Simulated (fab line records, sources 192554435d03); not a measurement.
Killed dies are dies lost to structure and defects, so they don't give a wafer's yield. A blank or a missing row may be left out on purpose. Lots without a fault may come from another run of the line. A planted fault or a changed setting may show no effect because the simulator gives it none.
Chamber matching | flow n5_finfet | N5_DUMMY_GATE_TRIM_49 on rie_si-04: 4 sister chambers
The step chemistry O2, time 29 s, target cd 14 nm. 4 wafers are shown with their chamber, then 12 later ones without.

WAFERS WITH THEIR CHAMBER
wafer  | chamber | throttle_valve_pct (%)
L086.2 | 1       | 8.37
L086.3 | 0       | 7.93
L087.1 | 2       | 8.30
L087.6 | 3       | 8.03

WAFERS WITHOUT THEIR CHAMBER
wafer  | throttle_valve_pct (%)
L088.2 | 8.37
L088.5 | 7.92
L088.6 | 8.03
L089.1 | 8.37
L089.2 | 8.31
L089.4 | 7.93
L092.2 | 8.04
L092.3 | 7.94
L092.5 | 7.93
L096.1 | 8.31
L096.2 | 8.02
L096.5 | 7.92

WHICH CHAMBER EACH WENT THROUGH
wafer  | from the rows above | in truth
L088.2 | 1                   | 1
L088.5 | 0                   | 0
L088.6 | 3                   | 3
L089.1 | 1                   | 1
L089.2 | 2                   | 2
L089.4 | 0                   | 0
L092.2 | 3                   | 3
L092.3 | 0                   | 0
L092.5 | 0                   | 0
L096.1 | 2                   | 2
L096.2 | 3                   | 3
L096.5 | 0                   | 0
Placed correctly: 12 of 12. Can't be placed from these rows: 0. Placed wrongly: 0.
How it was worked out, from the rows above alone: a wafer's distance from a chamber is the root of the sum, over the readings, of the square of ((its reading less the chamber's mean) divided by the reading's scatter). The wafer belongs to the nearest chamber; if the next one is less than 2 further off, it can't be placed. A chamber's mean is the mean of its shown wafers. The scatter: with one shown wafer a chamber, the root of the mean of the squares of how far each hidden wafer lies from its nearest shown one.
